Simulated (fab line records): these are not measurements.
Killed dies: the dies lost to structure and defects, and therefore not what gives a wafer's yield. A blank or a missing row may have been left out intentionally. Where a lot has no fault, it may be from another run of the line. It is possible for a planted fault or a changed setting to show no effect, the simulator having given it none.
fab line records | flow n5-finfet
record lots=10 wafers=30 last-day=19
route steps=1938 shown ZERO_LAYER@19 WELL_APT@45 BEOL_M4@1111 PASSIVATION@1936
lots that met no fault: taken from a fault-free run of the same line
start-h: hours from the record's opening day to when the first of the lot's shown wafers began | wait-h: time in hours since the lot's previous step | " same as the row above | L1.1+2: a single row standing in for several wafers | - either no value or no given start | * or withheld: withheld | < > ~ a bound
route shown NAME@n: names a module that has steps shown in the file, with the first one's number in the route | usual: average and standard deviation across the fault-free wafers | same: alike in all rows | chamber/n: place in a boat | sites: per-site readings | _std_site: the standard deviation of these | _edge_site: the outer-site mean with the inner-site mean subtracted | radius-mm: how far each site lies from the wafer's centre | mask NAME#n: copy n | behind: the tool/chamber that last shaped the wafer | hold: the reason the lot was held/the length of the hold in hours/how it ended | device: whichever transistor did not switch (one of n, p or np) | end of line: the tests these same wafers got at the end of their route | step lacking rows: just its recipe | killed: count of dies lost to structure and defects at first sort (not the wafer's yield) | map: shows each die of a wafer: x if killed, . if not, _ if none is there
set.NAME: setting as actually run; set.NAME@STEP: the setting as run at that earlier step | model.NAME: the simulator's own value behind a step, which no gauge read
the route's steps for a sample of lots (tables are steps, rows are wafers)
services: a tool's chamber out of use, with start hour (start-h, from the record's first day; less than 0 if before it), hours out, and reason
## steps
# step N5_ZERO_LAYER_INSPECT_20
# recipe inspect-instrument=darkfield mode=post-clean
# usual raw-defect-count=37/19
# columns lot.wafer tool chamber start-h wait-h raw-defect-count
L571.1 defect-inspect-01 - 13.26 0.0 17
L571.3 " - " " 37
L571.5 " - " " 41
L573.1 defect-inspect-01 - 25.33 0.0 19
L573.3 " - " " 59
L573.4 " - " " 42
L578.4 defect-inspect-02 - 55.25 0.0 29
L578.5 " - " " 24
L578.6 " - " " 23
L579.2 defect-inspect-01 - 61.48 0.0 32
L579.3 " - " " 39
L579.6 " - " " 49
L580.1 defect-inspect-02 - 67.41 0.0 37
L580.4 " - " " 22
L580.5 " - " " 16
L581.1 defect-inspect-01 - 73.29 0.0 55
L581.3 " - " " 28
L581.5 " - " " 22
L582.4 defect-inspect-02 - 79.43 0.0 24
L582.5 " - " " 42
L582.6 " - " " 34
L583.3 defect-inspect-02 - 85.42 0.0 27
L583.4 " - " " 21
L583.5 " - " " 16
L592.2 defect-inspect-01 - 139.42 0.0 11
L592.5 " - " " 30
L592.6 " - " " 28
L594.2 defect-inspect-02 - 151.38 0.0 42
L594.3 " - " " 37
L594.5 " - " " 59
# step N5_WELL_APT_INSPECT_27
# recipe mode=adi inspect-instrument=macro
# usual raw-defect-count=1.9/1.3
# columns lot.wafer tool chamber start-h wait-h raw-defect-count
L571.1 defect-inspect-02 - 14.75 0.0 3
L571.3 " - " " 5
L571.5 " - " " 5
L573.1 defect-inspect-02 - 27.07 0.0 4
L573.3 " - " " 0
L573.4 " - " " 2
L578.4 defect-inspect-01 - 61.60 0.0 2
L578.5 " - " " 1
L578.6 " - " " 2
L579.2 defect-inspect-01 - 63.29 0.0 1
L579.3 " - " " 2
L579.6 " - " " 3
L580.1 defect-inspect-01 - 69.20 0.0 3
L580.4 " - " " 1
L580.5 " - " " 2
L581.1 defect-inspect-02 - 75.29 0.0 0
L581.3 " - " " 2
L581.5 " - " " 1
L582.4 defect-inspect-01 - 81.18 0.0 1
L582.5 " - " " 2
L582.6 " - " " 0
L583.3 defect-inspect-01 - 87.02 0.0 1
L583.4 " - " " 3
L583.5 " - " " 1
L592.2 defect-inspect-02 - 141.15 0.0 1
L592.5 " - " " 1
L592.6 " - " " 3
L594.2 defect-inspect-01 - 153.14 0.0 1
L594.3 " - " " 1
L594.5 " - " " 3
# step N5_WELL_APT_IMPLANT_32
# recipe species=BF2 energy-kev=50 dose-cm2=2e+13 tilt-deg=0 rotation-deg=0
# usual dose-ions-cm2=2.0006e+13/2.3e+10 faraday-current-uA=254/5.3 tilt-deg=-0.003/0.02
# columns lot.wafer tool chamber start-h wait-h dose-ions-cm2 faraday-current-uA tilt-deg
L571.1 implanter-01 0 15.06 0.1 2.0019e+13 251 -0.039
L571.3 " 0 " " 2.0014e+13 249 -0.016
L571.5 " 0 " " 2.0006e+13 253 -0.035
L573.1 implanter-02 0 27.66 0.1 2.0008e+13 254 -0.007
L573.3 " 0 " " 1.9998e+13 247 -0.013
L573.4 " 0 " " 1.9977e+13 256 -0.023
L578.4 implanter-01 0 62.21 0.1 2.0007e+13 253 0.000
L578.5 " 0 " " 2.0001e+13 248 0.009
L578.6 " 0 " " 1.9986e+13 270 -0.005
L579.2 implanter-01 0 63.63 0.1 7.339e+12 95 0.013
L579.3 " 0 " " 7.337e+12 95 0.008
L579.6 " 0 " " 7.374e+12 93 0.001
L580.1 implanter-02 0 69.51 0.1 2.004e+13 263 0.009
L580.4 " 0 " " 1.9987e+13 253 -0.041
L580.5 " 0 " " 2.0005e+13 247 0.010
L581.1 implanter-01 0 75.60 0.1 7.316e+12 96 0.006
L581.3 " 0 " " 7.325e+12 94 0.005
L581.5 " 0 " " 7.305e+12 97 -0.014
L582.4 implanter-02 0 81.59 0.1 1.9973e+13 261 0.019
L582.5 " 0 " " 1.9996e+13 256 -0.003
L582.6 " 0 " " 1.9961e+13 258 -0.017
L583.3 implanter-01 0 87.39 0.1 7.348e+12 93 0.044
L583.4 " 0 " " 7.325e+12 92 0.009
L583.5 " 0 " " 7.318e+12 93 0.001
L592.2 implanter-02 0 141.50 0.1 2.0006e+13 258 -0.006
L592.5 " 0 " " 1.9967e+13 257 -0.016
L592.6 " 0 " " 1.997e+13 258 -0.010
L594.2 implanter-02 0 153.48 0.1 2.0003e+13 256 -0.003
L594.3 " 0 " " 1.9989e+13 255 -0.001
L594.5 " 0 " " 1.999e+13 241 0.046
# step N5_WELL_APT_INSPECT_38
# recipe inspect-instrument=darkfield mode=post-epi
# usual raw-defect-count=13/4.8
# columns lot.wafer tool chamber start-h wait-h raw-defect-count
L571.1 defect-inspect-01 - 16.49 0.5 9
L571.3 " - " " 16
L571.5 " - " " 11
L573.1 defect-inspect-02 - 29.67 0.7 9
L573.3 " - " " 10
L573.4 " - " " 20
L578.4 defect-inspect-02 - 63.59 0.2 15
L578.5 " - " " 6
L578.6 " - " " 14
L579.2 defect-inspect-02 - 65.75 0.4 14
L579.3 " - " " 9
L579.6 " - " " 20
L580.1 defect-inspect-01 - 71.00 0.5 20
L580.4 " - " " 14
L580.5 " - " " 14
L581.1 defect-inspect-02 - 77.11 0.6 19
L581.3 " - " " 11
L581.5 " - " " 10
L582.4 defect-inspect-02 - 82.93 0.2 14
L582.5 " - " " 21
L582.6 " - " " 12
L583.3 defect-inspect-01 - 88.69 0.3 7
L583.4 " - " " 9
L583.5 " - " " 13
L592.2 defect-inspect-01 - 142.90 0.4 11
L592.5 " - " " 12
L592.6 " - " " 13
L594.2 defect-inspect-02 - 155.09 0.6 15
L594.3 " - " " 17
L594.5 " - " " 19
# step N5_BEOL_M4_RC_MEAS_101
# usual CJ_N=4.34/0.07 DIBL_N=36.6/1.1 DIBL_P=36.7/1.5 IOFF_N=0.155/0.019 IOFF_P=0.208/0.025 ION_N=673/8.5 ION_P=462/5.9 RS_PWELL=3011/20 SS_N=71.6/0.58 SS_P=73.5/0.51 VT_N=250.7/2.4 VT_P=-251/3
# columns lot.wafer tool chamber start-h wait-h CJ_N DIBL_N[mV/V] DIBL_P[mV/V] IOFF_N[nA/um] IOFF_P[nA/um] ION_N[uA/um] ION_P[uA/um] RS_PWELL[ohm/sq] SS_N[mV/dec] SS_P[mV/dec] VT_N[mV] VT_P[mV]
L571.1 prober-02 0 233.55 0.0 4.21 36.8 35.9 0.146 0.228 660 468 2985 71.4 73.2 254.4 -246
L571.3 " 0 " " 4.23 37.3 36.5 0.154 0.235 669 467 2991 71.2 73.5 251.4 -244
L571.5 " 0 " " 4.18 36.5 35.9 0.142 0.226 662 464 2988 71.4 74.0 251.8 -246
L573.1 prober-02 0 238.15 0.0 4.45 34.9 32.8 0.140 0.178 673 464 3021 71.2 72.9 250.1 -251
L573.3 " 0 " " 4.37 36.0 34.5 0.161 0.202 675 466 3029 71.0 72.9 248.8 -252
L573.4 " 0 " " 4.30 35.5 34.1 0.154 0.193 670 457 3001 70.9 73.0 249.8 -251
L580.1 prober-01 0 258.26 0.0 4.40 36.0 37.5 0.148 0.199 669 454 3010 71.9 73.9 252.7 -250
L580.4 " 0 " " 4.35 36.3 38.4 0.157 0.213 664 455 3019 72.2 74.1 249.3 -252
L580.5 " 0 " " 4.34 35.6 37.4 0.148 0.197 672 457 3045 71.7 73.5 252.7 -253
L578.4 prober-01 0 276.12 0.5 4.49 38.0 37.6 0.171 0.246 662 462 3032 71.5 73.6 251.7 -245
L578.5 " 0 " " 4.45 36.2 37.0 0.148 0.239 671 469 3019 71.7 73.6 249.9 -246
L578.6 " 0 " " 4.40 38.2 38.8 0.170 0.265 665 467 3007 71.8 73.6 247.1 -246
L581.1 prober-01 0 284.41 0.0 2.52 38.9 36.1 0.171 0.198 669 461 3105 72.5 73.3 252.3 -251
L581.3 " 0 " " 2.56 41.3 37.5 0.224 0.207 678 459 3071 74.4 73.3 252.4 -253
L581.5 " 0 " " 2.53 40.5 36.9 0.217 0.213 679 464 3109 73.6 73.5 249.3 -250
L582.4 prober-02 0 287.48 0.5 4.40 38.2 36.0 0.160 0.211 685 470 3007 71.6 73.7 248.9 -250
L582.5 " 0 " " 4.33 39.0 36.8 0.180 0.227 676 462 3031 71.5 73.5 244.7 -250
L582.6 " 0 " " 4.35 38.6 36.1 0.167 0.211 676 461 3004 71.5 72.9 250.7 -249
L579.2 prober-02 0 289.93 0.2 2.60 39.0 35.6 0.172 0.205 671 461 3096 72.4 73.8 252.4 -251
L579.3 " 0 " " 2.63 39.5 37.1 0.198 0.226 689 469 3145 73.5 73.8 246.7 -250
L579.6 " 0 " " 2.59 39.6 36.7 0.194 0.218 673 463 3131 71.6 73.6 246.5 -250
L583.3 prober-01 0 313.55 0.3 2.61 39.9 36.4 0.229 0.197 681 459 3158 73.9 73.1 248.9 -255
L583.4 " 0 " " 2.63 37.2 34.6 0.166 0.174 672 458 3160 72.8 72.9 255.4 -254
L583.5 " 0 " " 2.56 39.6 36.7 0.208 0.213 671 456 3115 73.6 73.4 251.8 -252
L592.2 prober-01 0 362.67 0.2 4.26 36.5 36.6 0.150 0.218 675 464 3046 71.7 73.4 251.7 -249
L592.5 " 0 " " 4.27 37.8 37.9 0.170 0.245 677 469 3019 71.5 74.2 252.2 -247
L592.6 " 0 " " 4.32 35.7 35.1 0.131 0.200 675 471 3045 71.2 73.5 253.5 -248
L594.2 prober-02 0 366.56 0.2 4.23 36.8 36.1 0.155 0.218 681 469 3028 72.4 73.6 247.5 -249
L594.3 " 0 " " 4.29 37.9 37.3 0.179 0.236 696 468 3010 71.5 74.0 247.6 -251
L594.5 " 0 " " 4.31 34.4 32.9 0.123 0.166 668 455 3026 71.7 72.3 252.1 -254
# step N5_PASSIVATION_PROBE_49
# usual defect-limited-yield=91.2/1.4 killed_at_M0_to_M3=36/11 killed_at_M4_up=14/5.6 killed-at-contacts=12/5.9 killed-at-front-end=38/13 killed-at-other=3.5/2.7 killed-dies=104/17 killed-open=68/12 killed-short=34/8.2 sort_bin_5_function=5.1/0.95 sort_bin_6_memory=3.3/0.7 sort-n-pass=1076/17 sort-yield-pct=91.2/1.4
# same gross-dies=1180 killed-at-back-side=0 sort_bin_4_leakage[%]=0 sort_bin_8_speed[%]=0
# columns lot.wafer tool chamber start-h wait-h defect-limited-yield[%] killed_at_M0_to_M3 killed_at_M4_up killed-at-contacts killed-at-front-end killed-at-other killed-dies killed-open killed-short sort_bin_5_function[%] sort_bin_6_memory[%] sort-n-pass sort-yield-pct[%]
L581.1 prober-01 - 401.29 0.0 92.5 26 14 5 40 3 88 56 28 3.9 3.5 1092 92.5
L581.3 prober-01 - 401.39 0.1 91.6 32 15 6 43 3 99 61 35 4.7 3.3 1081 91.6
L581.5 prober-01 - 401.49 0.2 91.9 24 14 8 45 4 95 53 39 4.2 3.4 1085 91.9
L579.2 prober-02 - 403.41 0.1 90.3 39 15 25 36 0 115 72 39 5.3 4.1 1065 90.3
L579.3 prober-02 - 403.46 0.1 92.5 29 13 19 25 3 89 61 27 4.2 2.9 1091 92.5
L579.6 prober-02 - 403.61 0.3 89.7 49 9 7 51 6 122 76 43 6.4 3.7 1058 89.7
L583.3 prober-01 - 432.05 0.1 90.8 32 12 18 45 2 109 70 37 5.2 3.7 1071 90.8
L583.4 prober-01 - 432.10 0.2 92.4 37 9 10 32 2 90 58 27 4.9 2.3 1090 92.4
L583.5 prober-01 - 432.15 0.2 91.6 32 20 4 35 8 99 67 31 5.2 3.1 1081 91.6
# killed by level:class
L581.1 DUMMY_GATE:geometric-particle:open=9 BEOL_M0_SAQP:geometric-particle:open=8 FIN_SAQP:geometric-particle:open=6 GATE_CUT:geometric-particle:short=6 MOL_CONTACT_COAG:geometric-particle:open=5 BEOL_M3:geometric-particle:open=5 STARTING-WAFER:geometric-particle:short=5 BEOL_M1:geometric-particle:open=4
L581.3 BEOL_M2:geometric-particle:open=12 FIN_SAQP:geometric-particle:short=8 BEOL_M4:geometric-particle:open=7 GATE_CUT:geometric-particle:short=6 MOL_CONTACT_COAG:geometric-particle:open=6 DUMMY_GATE:geometric-particle:open=5 BEOL_M1:geometric-particle:open=5 BEOL_M3:geometric-particle:short=5
L581.5 FIN_SAQP:geometric-particle:short=9 GATE_CUT:geometric-particle:short=8 MOL_CONTACT_COAG:geometric-particle:open=7 DUMMY_GATE:geometric-particle:open=5 BEOL_M1:geometric-particle:open=5 BEOL_M4:geometric-particle:open=5 STARTING-WAFER:geometric-particle:open=5 ILD0:geometric-particle:open=4
L579.2 MOL_CONTACT_COAG:geometric-particle:open=19 FIN_SAQP:geometric-particle:open=10 BEOL_M0_SAQP:geometric-particle:open=10 BEOL_M0_SAQP:geometric-particle:short=9 GATE_CUT:geometric-particle:short=7 BEOL_M4:geometric-particle:open=6 BEOL_M2:geometric-particle:open=6 MOL_CONTACT_COAG:geometric-particle:short=5
L579.3 MOL_CONTACT_COAG:geometric-particle:open=13 BEOL_M4:geometric-particle:open=11 BEOL_M0_SAQP:geometric-particle:open=8 MOL_CONTACT_COAG:geometric-particle:short=6 STI_FIN_REVEAL:geometric-particle:open=5 BEOL_M0_SAQP:geometric-particle:short=5 BEOL_M3:geometric-particle:open=5 FIN_SAQP:geometric-particle:open=4
L579.6 BEOL_M0_SAQP:geometric-particle:open=14 BEOL_M0_SAQP:geometric-particle:short=12 STI_FIN_REVEAL:geometric-particle:open=10 BEOL_M3:geometric-particle:open=10 FIN_SAQP:geometric-particle:open=9 GATE_CUT:geometric-particle:short=8 MOL_CONTACT_COAG:geometric-particle:open=5 FIN_CUT:geometric-particle:open=4
L583.3 STI_FIN_REVEAL:geometric-particle:open=15 MOL_CONTACT_COAG:geometric-particle:open=15 FIN_SAQP:geometric-particle:short=6 BEOL_M0_SAQP:geometric-particle:open=6 BEOL_M3:geometric-particle:open=6 BEOL_M5:geometric-particle:short=5 BEOL_M2:geometric-particle:open=5 FIN_SAQP:geometric-particle:open=4
L583.4 STI_FIN_REVEAL:geometric-particle:open=11 BEOL_M3:geometric-particle:open=11 MOL_CONTACT_COAG:geometric-particle:open=7 BEOL_M2:geometric-particle:open=6 DUMMY_GATE:geometric-particle:open=5 BEOL_M0_SAQP:geometric-particle:short=5 BEOL_M3:geometric-particle:short=5 ILD0:geometric-particle:open=4
L583.5 STI_FIN_REVEAL:geometric-particle:open=11 BEOL_M2:geometric-particle:open=10 BEOL_M4:geometric-particle:open=9 BEOL_M0_SAQP:geometric-particle:short=7 FIN_SAQP:geometric-particle:open=5 GATE_CUT:geometric-particle:short=5 BEOL_M3:geometric-particle:open=5 BEOL_M0_SAQP:geometric-particle:open=4
## services
# columns tool chamber start-h hours kind
implanter-02 - -5.36 3.9 repair
implanter-01 - 17.58 2.1 repair
implanter-02 - 48.71 14.8 repair
implanter-01 - 65.62 3.9 repair
## key
first-sign step=N5_WELL_APT_IMPLANT_32 reading=dose-ions-cm2 direction=down sigmas=99+ usual=2.0006e+13 struck=7.332e+12
effect step=N5_WELL_APT_IMPLANT_32 reading=faraday-current-uA direction=down sigmas=30 usual=254 struck=94
effect step=N5_BEOL_M4_RC_MEAS_101 reading=CJ_N direction=down sigmas=25 usual=4.34 struck=2.58
effect step=N5_BEOL_M4_RC_MEAS_101 reading=RS_PWELL direction=up sigmas=5.6 usual=3011 struck=3121
effect step=N5_BEOL_M4_RC_MEAS_101 reading=DIBL_N direction=up sigmas=2.7 usual=36.6 struck=39.5 wafers-moved=6
effect step=N5_BEOL_M4_RC_MEAS_101 reading=SS_N direction=up sigmas=2.6 usual=71.6 struck=73.1 wafers-moved=8
effect step=N5_BEOL_M4_RC_MEAS_101 reading=IOFF_N direction=up sigmas=2.2 usual=0.155 struck=0.198 wafers-moved=8
met-at N5_WELL_APT_IMPLANT_32
struck-lots L579,L581,L583
not-acting-at N5_ZERO_LAYER_INSPECT_20,N5_WELL_APT_INSPECT_27,N5_WELL_APT_INSPECT_38
onset-between 62.21 63.63
fault kind=process-parameter-drift tool=implanter-01 chamber=- onset-h=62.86 steps=N5_WELL_APT_IMPLANT_32 channel=dose-cm2 offset=-1.2684e+13 shape=step end-h=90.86 acts-in=these-recipes-only stated=2e+13
